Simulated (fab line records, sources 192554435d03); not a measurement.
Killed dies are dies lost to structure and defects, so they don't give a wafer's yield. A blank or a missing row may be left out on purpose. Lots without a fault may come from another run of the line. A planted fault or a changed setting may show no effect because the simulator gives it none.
Which tool did it? | flow n5_finfet | 22 lots, 66 wafers sampled, at 6 steps of a route of 1938

WHAT THE GAUGES READ, wafer by wafer
The record holds no reading of a measuring or inspecting step that can be judged against a usual standard deviation.

WHICH TOOL RAN EACH LOT (tool, then ch and the chambers of the sampled wafers, then the start)
lot  | N5_FIN_CUT_CUT_ETCH_26            | N5_FIN_CUT_CUT_ETCH_15          | N5_STI_FIN_REVEAL_STRIP_24        | N5_STI_FIN_REVEAL_OXIDATION_31      | N5_DUMMY_GATE_ETCH_29             | N5_DUMMY_GATE_TRIM_49
L074 | rie_diel-04 ch 2,3, day 2 03:51   | rie_si-03 ch 0,3, day 2 04:03   | rie_diel-05 ch 2,3, day 2 10:18   | plasma_asher-02 ch 0,1, day 2 12:41 | rie_diel-02 ch 1,2,3, day 3 02:33 | rie_si-03 ch 0,2,3, day 3 02:43
L075 | rie_diel-02 ch 1,2,3, day 2 14:49 | rie_si-05 ch 0,1,3, day 2 15:01 | rie_diel-05 ch 0,1, day 2 21:59   | plasma_asher-02 ch 0,1, day 3 00:23 | rie_diel-06 ch 1,2, day 3 16:16   | rie_si-02 ch 2,3, day 3 16:25
L076 | rie_diel-02 ch 1,2, day 2 15:43   | rie_si-03 ch 0,2, day 2 15:55   | rie_diel-03 ch 1,3, day 2 22:55   | plasma_asher-01 ch 0,1, day 3 01:16 | rie_diel-06 ch 2,3, day 3 12:24   | rie_si-03 ch 0,3, day 3 12:34
L077 | rie_diel-06 ch 0,2,3, day 2 23:33 | rie_si-05 ch 0,2,3, day 2 23:53 | rie_diel-03 ch 0,1,2, day 3 06:28 | plasma_asher-02 ch 0, day 3 08:49   | rie_diel-02 ch 1,2, day 3 22:17   | rie_si-03 ch 0,2,3, day 3 22:27
L078 | rie_diel-06 ch 1,2,3, day 3 04:32 | rie_si-02 ch 0,2,3, day 3 04:44 | rie_diel-03 ch 0,1, day 3 10:44   | plasma_asher-01 ch 0,1, day 3 13:07 | rie_diel-02 ch 0,3, day 4 02:18   | rie_si-02 ch 0,1,3, day 4 02:28
L079 | rie_diel-06 ch 1,2,3, day 3 08:55 | rie_si-02 ch 0,1, day 3 09:07   | rie_diel-01 ch 1,2,3, day 3 15:46 | plasma_asher-01 ch 0,1, day 3 18:08 | rie_diel-04 ch 1,3, day 4 03:53   | rie_si-02 ch 0,3, day 4 04:03
L080 | rie_diel-02 ch 1,2, day 3 15:17   | rie_si-03 ch 0,1,2, day 3 15:28 | rie_diel-01 ch 1,2,3, day 3 21:40 | plasma_asher-02 ch 0,1, day 4 00:03 | rie_diel-04 ch 1,2,3, day 4 10:14 | rie_si-02 ch 0,2, day 4 10:24
L081 | rie_diel-04 ch 0,3, day 3 20:59   | rie_si-05 ch 1,2, day 3 21:11   | rie_diel-01 ch 0,2, day 4 03:10   | plasma_asher-02 ch 0,1, day 4 05:35 | rie_diel-02 ch 0,1,3, day 4 15:02 | rie_si-02 ch 0,1,2, day 4 15:12
L082 | rie_diel-06 ch 1,3, day 4 02:31   | rie_si-03 ch 0,1,3, day 4 02:42 | rie_diel-01 ch 0,2, day 4 08:59   | plasma_asher-02 ch 0,1, day 4 11:40 | rie_diel-06 ch 0,1,2, day 4 20:58 | rie_si-02 ch 0,2,3, day 4 21:08
L083 | rie_diel-02 ch 1,3, day 4 10:03   | rie_si-05 ch 1,2,3, day 4 10:15 | rie_diel-01 ch 0,1,3, day 4 16:25 | plasma_asher-02 ch 0,1, day 4 18:47 | rie_diel-04 ch 0,1, day 5 04:40   | rie_si-02 ch 0,1,3, day 5 04:49
L084 | rie_diel-06 ch 0,1, day 4 15:26   | rie_si-03 ch 0,1,2, day 4 15:38 | rie_diel-03 ch 0,3, day 4 21:41   | plasma_asher-02 ch 0,1, day 5 00:04 | rie_diel-02 ch 0,1,2, day 5 09:59 | rie_si-02 ch 0,2,3, day 5 10:08
L085 | rie_diel-04 ch 1,3, day 4 21:47   | rie_si-03 ch 0,1, day 4 21:58   | rie_diel-03 ch 0,2,3, day 5 04:41 | plasma_asher-02 ch 0, day 5 07:53   | rie_diel-04 ch 0,1, day 5 20:03   | rie_si-03 ch 0,3, day 5 20:13
L086 | rie_diel-04 ch 1,3, day 5 08:26   | rie_si-05 ch 0,1,2, day 5 08:38 | rie_diel-03 ch 0,2, day 5 14:40   | plasma_asher-01 ch 1, day 5 17:03   | rie_diel-04 ch 0,1, day 6 07:55   | rie_si-02 ch 1,2, day 6 08:05
L087 | rie_diel-04 ch 0,3, day 5 12:15   | rie_si-03 ch 0,1,2, day 5 12:26 | rie_diel-05 ch 1,3, day 5 18:28   | plasma_asher-01 ch 0,1, day 5 20:50 | rie_diel-02 ch 0,1,3, day 6 11:04 | rie_si-05 ch 0,1, day 6 11:13
L088 | rie_diel-06 ch 1,3, day 5 16:44   | rie_si-03 ch 0,1, day 5 16:56   | rie_diel-01 ch 1,2,3, day 5 23:06 | plasma_asher-01 ch 0,1, day 6 01:28 | rie_diel-04 ch 0,3, day 6 11:59   | rie_si-05 ch 1,2,3, day 6 12:08
L089 | rie_diel-02 ch 0,2,3, day 6 00:26 | rie_si-03 ch 0,1,3, day 6 00:37 | rie_diel-03 ch 0,2,3, day 6 06:55 | plasma_asher-02 ch 0,1, day 6 09:17 | rie_diel-06 ch 0,1,2, day 6 19:44 | rie_si-03 ch 1,2,3, day 6 19:53
L090 | rie_diel-06 ch 0,1,2, day 6 03:17 | rie_si-02 ch 2,3, day 6 03:29   | rie_diel-01 ch 1,2, day 6 09:50   | plasma_asher-01 ch 0, day 6 12:11   | rie_diel-04 ch 1,3, day 6 21:45   | rie_si-02 ch 1,2,3, day 6 21:55
L092 | rie_diel-04 ch 0,1, day 6 16:57   | rie_si-02 ch 0,2, day 6 17:19   | rie_diel-01 ch 2,3, day 6 23:46   | plasma_asher-02 ch 0,1, day 7 02:10 | rie_diel-02 ch 0,3, day 7 11:34   | rie_si-02 ch 0,1,3, day 7 11:43
L093 | rie_diel-02 ch 0,1,2, day 6 21:30 | rie_si-05 ch 1,2,3, day 6 21:41 | rie_diel-05 ch 0,1,2, day 7 03:44 | plasma_asher-01 ch 0,1, day 7 06:07 | rie_diel-02 ch 1,2,3, day 7 15:33 | rie_si-02 ch 0,2,3, day 7 15:43
L094 | rie_diel-04 ch 0,1,3, day 7 03:58 | rie_si-05 ch 0,3, day 7 04:10   | rie_diel-03 ch 0,1, day 7 10:21   | plasma_asher-02 ch 0,1, day 7 12:44 | rie_diel-04 ch 0,1, day 7 22:04   | rie_si-03 ch 0,2,3, day 7 22:13
L095 | rie_diel-02 ch 0,1,2, day 7 09:28 | rie_si-03 ch 0,1,3, day 7 09:39 | rie_diel-05 ch 1,3, day 7 16:17   | plasma_asher-02 ch 0,1, day 7 18:40 | rie_diel-02 ch 0,1,3, day 8 05:04 | rie_si-02 ch 0,1,3, day 8 05:14
L096 | rie_diel-04 ch 0,1,3, day 7 15:04 | rie_si-03 ch 0,1,3, day 7 15:15 | rie_diel-03 ch 0,1,3, day 7 21:16 | plasma_asher-02 ch 0,1, day 7 23:38 | rie_diel-06 ch 0,1,2, day 8 09:54 | rie_si-05 ch 0,2,3, day 8 10:04
- N5_FIN_CUT_CUT_ETCH_26: etches SiNx in CH3F/O2, target depth 39 nm, time 55.7 s.
- N5_FIN_CUT_CUT_ETCH_15: etches Si in HBr/Cl2/O2, target depth 100 nm, bt time 10 s, time 42.4 s.
- N5_STI_FIN_REVEAL_STRIP_24: strips in N2/H2, time 90 s.
- N5_STI_FIN_REVEAL_OXIDATION_31: chemistry O2 PLASMA REMOTE, time 20 s.
- N5_DUMMY_GATE_ETCH_29: etches underlayer in N2/H2, target depth 13 nm.
- N5_DUMMY_GATE_TRIM_49: chemistry O2, time 29 s, target cd 14 nm.

WHAT THE TOOLS THEMSELVES READ (means of the sampled wafers that have a number; where no wafer has one, the mark that the record gives instead)
N5_FIN_CUT_CUT_ETCH_26. Usual: drypump_motor_current_A 5.9 A, standard deviation 0.36; oes_product_au 0.78 a.u., standard deviation 0.098; rf_vpp_V 298 V, standard deviation 5.1; showerhead_plenum_p_Torr 2.00 Torr, standard deviation 0.074; throttle_valve_pct 16.42 %, standard deviation 0.23.
lot  | tool        | drypump_motor_current_A (A) | oes_product_au (a.u.) | rf_vpp_V (V) | showerhead_plenum_p_Torr (Torr) | throttle_valve_pct (%) | flag
L074 | rie_diel-04 | 5.4                         | 0.84                  | 305          | 2.09                            | 16.31                  |
L075 | rie_diel-02 | 5.7                         | 0.72                  | 297          | 2.05                            | 16.62                  |
L076 | rie_diel-02 | 5.5                         | 0.71                  | 301          | 2.05                            | 16.59                  |
L077 | rie_diel-06 | 5.9                         | 0.79                  | 299          | 2.04                            | 16.33                  |
L078 | rie_diel-06 | 5.9                         | 0.79                  | 299          | 1.98                            | 16.36                  |
L079 | rie_diel-06 | 5.9                         | 0.80                  | 299          | 1.98                            | 16.36                  |
L080 | rie_diel-02 | 5.7                         | 0.75                  | 301          | 2.03                            | 16.55                  |
L081 | rie_diel-04 | 5.7                         | 0.86                  | 301          | 2.01                            | 16.22                  |
L082 | rie_diel-06 | 5.9                         | 0.76                  | 298          | 1.91                            | 16.54                  |
L083 | rie_diel-02 | 5.9                         | 0.90                  | 293          | 2.04                            | 16.32                  |
L084 | rie_diel-06 | 5.9                         | 0.89                  | 298          | 2.00                            | 16.15                  |
L085 | rie_diel-04 | 5.7                         | 0.77                  | 293          | 2.01                            | 16.41                  |
L086 | rie_diel-04 | 5.7                         | 0.76                  | 293          | 2.01                            | 16.41                  |
L087 | rie_diel-04 | 5.7                         | 0.83                  | 299          | 2.00                            | 16.24                  |
L088 | rie_diel-06 | 5.9                         | 0.75                  | 299          | 1.91                            | 16.56                  |
L089 | rie_diel-02 | 5.9                         | 0.88                  | 295          | 2.00                            | 16.32                  |
L090 | rie_diel-06 | 5.9                         | 0.80                  | 298          | 2.01                            | 16.19                  |
L092 | rie_diel-04 | 5.9                         | 0.68                  | 296          | 1.96                            | 16.64                  |
L093 | rie_diel-02 | 5.9                         | 0.80                  | 301          | 1.98                            | 16.42                  |
L094 | rie_diel-04 | 5.8                         | 0.75                  | 297          | 1.98                            | 16.47                  |
L095 | rie_diel-02 | 5.9                         | 0.80                  | 300          | 1.98                            | 16.43                  |
L096 | rie_diel-04 | 5.8                         | 0.73                  | 297          | 1.97                            | 16.47                  |

N5_FIN_CUT_CUT_ETCH_15. Usual: drypump_motor_current_A 5.6 A, standard deviation 0.44; he_backside_leak_sccm 3.0 sccm, standard deviation 0.38; oes_product_au 1.005 a.u., standard deviation 0.011; throttle_valve_pct 37.25 %, standard deviation 0.26.
lot  | tool      | drypump_motor_current_A (A) | he_backside_leak_sccm (sccm) | oes_product_au (a.u.) | throttle_valve_pct (%) | flag
L074 | rie_si-03 | 6.1                         | 2.8                          | 1.006                 | 37.19                  |
L075 | rie_si-05 | 5.3                         | 3.1                          | 0.999                 | 37.34                  |
L076 | rie_si-03 | 5.8                         | 2.6                          | 1.011                 | 37.39                  |
L077 | rie_si-05 | 5.0                         | 2.9                          | 1.001                 | 37.19                  |
L078 | rie_si-02 | 5.8                         | 3.1                          | 1.006                 | 36.95                  |
L079 | rie_si-02 | 5.3                         | 3.0                          | 1.007                 | 37.05                  |
L080 | rie_si-03 | 5.7                         | 2.9                          | 1.015                 | 37.47                  |
L081 | rie_si-05 | 5.6                         | 2.7                          | 0.999                 | 37.13                  |
L082 | rie_si-03 | 5.8                         | 2.9                          | 1.015                 | 37.36                  |
L083 | rie_si-05 | 5.4                         | 2.9                          | 1.006                 | 37.20                  |
L084 | rie_si-03 | 5.7                         | 2.9                          | 1.008                 | 37.47                  |
L085 | rie_si-03 | 5.7                         | 2.5                          | 1.016                 | 37.46                  |
L086 | rie_si-05 | 5.3                         | 2.7                          | 0.997                 | 37.12                  |
L087 | rie_si-03 | 5.7                         | 2.9                          | 1.009                 | 37.47                  |
L088 | rie_si-03 | 5.6                         | 3.0                          | 1.020                 | 37.54                  |
L089 | rie_si-03 | 5.8                         | 2.8                          | 1.012                 | 37.37                  |
L090 | rie_si-02 | 6.1                         | 3.0                          | 1.009                 | 37.02                  |
L092 | rie_si-02 | 5.5                         | 3.2                          | 1.002                 | 36.90                  |
L093 | rie_si-05 | 5.4                         | 2.8                          | 1.005                 | 37.21                  |
L094 | rie_si-05 | 5.0                         | 3.1                          | 0.997                 | 37.34                  |
L095 | rie_si-03 | 5.8                         | 2.8                          | 1.009                 | 37.37                  |
L096 | rie_si-03 | 5.8                         | 2.9                          | 1.010                 | 37.36                  |

N5_STI_FIN_REVEAL_STRIP_24. Usual: drypump_motor_current_A 5.6 A, standard deviation 0.5; oes_product_au 0.81 a.u., standard deviation 0.075; rf_vpp_V 45.5 V, standard deviation 0.85; showerhead_plenum_p_Torr 3.44 Torr, standard deviation 0.11; throttle_valve_pct 12.23 %, standard deviation 0.15.
lot  | tool        | drypump_motor_current_A (A) | oes_product_au (a.u.) | rf_vpp_V (V) | showerhead_plenum_p_Torr (Torr) | throttle_valve_pct (%) | flag
L074 | rie_diel-05 | 4.9                         | 0.93                  | 45.7         | 3.59                            | 12.05                  |
L075 | rie_diel-05 | 6.0                         | 0.89                  | 45.2         | 3.30                            | 12.16                  |
L076 | rie_diel-03 | 6.0                         | 0.77                  | 45.7         | 3.31                            | 12.39                  |
L077 | rie_diel-03 | 5.4                         | 0.82                  | 46.2         | 3.46                            | 12.18                  |
L078 | rie_diel-03 | 5.6                         | 0.81                  | 46.3         | 3.51                            | 12.17                  |
L079 | rie_diel-01 | 5.2                         | 0.82                  | 45.7         | 3.49                            | 12.14                  |
L080 | rie_diel-01 | 5.1                         | 0.82                  | 45.1         | 3.49                            | 12.15                  |
L081 | rie_diel-01 | 5.9                         | 0.83                  | 45.1         | 3.46                            | 12.14                  |
L082 | rie_diel-01 | 5.9                         | 0.83                  | 46.3         | 3.46                            | 12.15                  |
L083 | rie_diel-01 | 5.7                         | 0.84                  | 44.7         | 3.47                            | 12.06                  |
L084 | rie_diel-03 | 5.9                         | 0.75                  | 45.0         | 3.44                            | 12.29                  |
L085 | rie_diel-03 | 5.8                         | 0.75                  | 45.0         | 3.39                            | 12.32                  |
L086 | rie_diel-03 | 5.6                         | 0.77                  | 45.7         | 3.49                            | 12.22                  |
L087 | rie_diel-05 | 5.3                         | 0.88                  | 46.7         | 3.40                            | 12.17                  |
L088 | rie_diel-01 | 5.2                         | 0.79                  | 45.0         | 3.48                            | 12.19                  |
L089 | rie_diel-03 | 5.8                         | 0.75                  | 45.3         | 3.38                            | 12.34                  |
L090 | rie_diel-01 | 5.1                         | 0.79                  | 45.6         | 3.47                            | 12.25                  |
L092 | rie_diel-01 | 5.1                         | 0.73                  | 46.1         | 3.48                            | 12.36                  |
L093 | rie_diel-05 | 5.8                         | 0.87                  | 45.4         | 3.39                            | 12.22                  |
L094 | rie_diel-03 | 5.5                         | 0.77                  | 46.2         | 3.49                            | 12.25                  |
L095 | rie_diel-05 | 5.0                         | 0.85                  | 44.9         | 3.47                            | 12.17                  |
L096 | rie_diel-03 | 5.8                         | 0.75                  | 45.8         | 3.39                            | 12.37                  |

N5_STI_FIN_REVEAL_OXIDATION_31. Usual: drypump_motor_current_A 5.8 A, standard deviation 0.47; heater_power_w 160 W, standard deviation 18.
lot  | tool            | drypump_motor_current_A (A) | heater_power_w (W) | flag
L074 | plasma_asher-02 | 5.6                         | 171                |
L075 | plasma_asher-02 | 5.6                         | 174                |
L076 | plasma_asher-01 | 5.8                         | 133                |
L077 | plasma_asher-02 | 6.3                         | 171                |
L078 | plasma_asher-01 | 5.9                         | 140                |
L079 | plasma_asher-01 | 5.9                         | 141                |
L080 | plasma_asher-02 | 5.9                         | 172                |
L081 | plasma_asher-02 | 6.0                         | 171                |
L082 | plasma_asher-02 | 5.9                         | 176                |
L083 | plasma_asher-02 | 6.0                         | 173                |
L084 | plasma_asher-02 | 5.6                         | 169                |
L085 | plasma_asher-02 | 6.3                         | 172                |
L086 | plasma_asher-01 | 6.0                         | 148                |
L087 | plasma_asher-01 | 5.8                         | 133                |
L088 | plasma_asher-01 | 5.8                         | 132                |
L089 | plasma_asher-02 | 5.6                         | 173                |
L090 | plasma_asher-01 | 5.7                         | 124                |
L092 | plasma_asher-02 | 5.9                         | 171                |
L093 | plasma_asher-01 | 5.8                         | 131                |
L094 | plasma_asher-02 | 5.9                         | 173                |
L095 | plasma_asher-02 | 5.6                         | 169                |
L096 | plasma_asher-02 | 5.9                         | 173                |

N5_DUMMY_GATE_ETCH_29. Usual: drypump_motor_current_A 5.9 A, standard deviation 0.36; oes_product_au 0.78 a.u., standard deviation 0.099; rf_vpp_V 523.5 V, standard deviation 2.6; showerhead_plenum_p_Torr 2.53 Torr, standard deviation 0.092; throttle_valve_pct 17.98 %, standard deviation 0.25.
lot  | tool        | drypump_motor_current_A (A) | oes_product_au (a.u.) | rf_vpp_V (V) | showerhead_plenum_p_Torr (Torr) | throttle_valve_pct (%) | flag
L074 | rie_diel-02 | 5.7                         | 0.71                  | 525.0        | 2.60                            | 18.18                  |
L075 | rie_diel-06 | 5.9                         | 0.75                  | 525.1        | 2.58                            | 17.75                  |
L076 | rie_diel-06 | 5.9                         | 0.80                  | 526.2        | 2.62                            | 17.81                  |
L077 | rie_diel-02 | 5.5                         | 0.70                  | 526.0        | 2.59                            | 18.18                  |
L078 | rie_diel-02 | 6.3                         | 0.82                  | 523.1        | 2.48                            | 17.90                  |
L079 | rie_diel-04 | 5.5                         | 0.85                  | 525.2        | 2.58                            | 17.81                  |
L080 | rie_diel-04 | 5.5                         | 0.80                  | 525.3        | 2.60                            | 17.92                  |
L081 | rie_diel-02 | 6.1                         | 0.82                  | 524.0        | 2.52                            | 17.96                  |
L082 | rie_diel-06 | 5.9                         | 0.82                  | 525.0        | 2.56                            | 17.68                  |
L083 | rie_diel-04 | 6.1                         | 0.70                  | 521.0        | 2.45                            | 18.20                  |
L084 | rie_diel-02 | 5.9                         | 0.82                  | 523.7        | 2.52                            | 18.01                  |
L085 | rie_diel-04 | 6.1                         | 0.69                  | 521.4        | 2.45                            | 18.22                  |
L086 | rie_diel-04 | 6.1                         | 0.69                  | 520.9        | 2.45                            | 18.22                  |
L087 | rie_diel-02 | 6.1                         | 0.80                  | 523.4        | 2.52                            | 17.99                  |
L088 | rie_diel-04 | 6.1                         | 0.75                  | 521.7        | 2.47                            | 18.06                  |
L089 | rie_diel-06 | 5.9                         | 0.80                  | 523.4        | 2.55                            | 17.71                  |
L090 | rie_diel-04 | 5.6                         | 0.75                  | 524.5        | 2.55                            | 18.03                  |
L092 | rie_diel-02 | 6.1                         | 0.84                  | 523.3        | 2.53                            | 17.86                  |
L093 | rie_diel-02 | 5.7                         | 0.86                  | 524.3        | 2.58                            | 17.93                  |
L094 | rie_diel-04 | 6.0                         | 0.67                  | 522.7        | 2.48                            | 18.21                  |
L095 | rie_diel-02 | 6.1                         | 0.78                  | 523.5        | 2.51                            | 18.01                  |
L096 | rie_diel-06 | 5.9                         | 0.77                  | 523.9        | 2.55                            | 17.73                  |

N5_DUMMY_GATE_TRIM_49. Usual: drypump_motor_current_A 5.7 A, standard deviation 0.43; he_backside_leak_sccm 2.9 sccm, standard deviation 0.33; oes_product_au 1.005 a.u., standard deviation 0.0074; throttle_valve_pct 8.13 %, standard deviation 0.18.
lot  | tool      | drypump_motor_current_A (A) | he_backside_leak_sccm (sccm) | oes_product_au (a.u.) | throttle_valve_pct (%) | flag
L074 | rie_si-03 | 5.9                         | 3.0                          | 0.993                 | 8.05                   |
L075 | rie_si-02 | 6.2                         | 3.0                          | 1.009                 | 8.07                   |
L076 | rie_si-03 | 5.9                         | 2.5                          | 1.004                 | 7.98                   |
L077 | rie_si-03 | 5.9                         | 2.9                          | 1.005                 | 8.05                   |
L078 | rie_si-02 | 5.6                         | 3.1                          | 1.000                 | 8.12                   |
L079 | rie_si-02 | 5.8                         | 3.1                          | 1.007                 | 8.14                   |
L080 | rie_si-02 | 5.9                         | 3.0                          | 1.008                 | 8.28                   |
L081 | rie_si-02 | 5.6                         | 2.8                          | 1.011                 | 8.18                   |
L082 | rie_si-02 | 5.8                         | 3.0                          | 1.002                 | 8.19                   |
L083 | rie_si-02 | 5.5                         | 2.9                          | 1.008                 | 8.13                   |
L084 | rie_si-02 | 5.9                         | 3.1                          | 1.002                 | 8.21                   |
L085 | rie_si-03 | 5.9                         | 2.4                          | 1.003                 | 7.98                   |
L086 | rie_si-02 | 6.0                         | 2.8                          | 1.011                 | 8.14                   |
L087 | rie_si-05 | 5.6                         | 2.8                          | 1.002                 | 8.13                   |
L088 | rie_si-05 | 5.3                         | 2.9                          | 1.003                 | 8.22                   |
L089 | rie_si-03 | 5.9                         | 3.1                          | 1.007                 | 8.15                   |
L090 | rie_si-02 | 5.9                         | 2.8                          | 1.005                 | 8.05                   |
L092 | rie_si-02 | 5.6                         | 3.0                          | 1.010                 | 8.14                   |
L093 | rie_si-02 | 5.8                         | 3.1                          | 1.005                 | 8.21                   |
L094 | rie_si-03 | 6.0                         | 2.9                          | 0.999                 | 8.05                   |
L095 | rie_si-02 | 5.6                         | 2.9                          | 1.005                 | 8.12                   |
L096 | rie_si-05 | 5.0                         | 2.9                          | 1.004                 | 8.12                   |

THE ANSWER, worked out from the rows above alone
Rule: a lot is off if the mean of its wafers that have a number lies more than 3 standard deviations from the usual mean. A lot without any number at a reading at which 4 lots or more have one is off too. The other lots that the step has rows for count as sound. The gauges are gone through in route order, then the tools' own readings, and for those a lot's mean is taken as printed above. The first step at which some lot is off is used, and at that step the reading that is off furthest; a lot without a number counts as furthest.
No lot is off at any reading shown: from this, nothing can be told.

WHAT THE SIMULATOR HAD PUT IN
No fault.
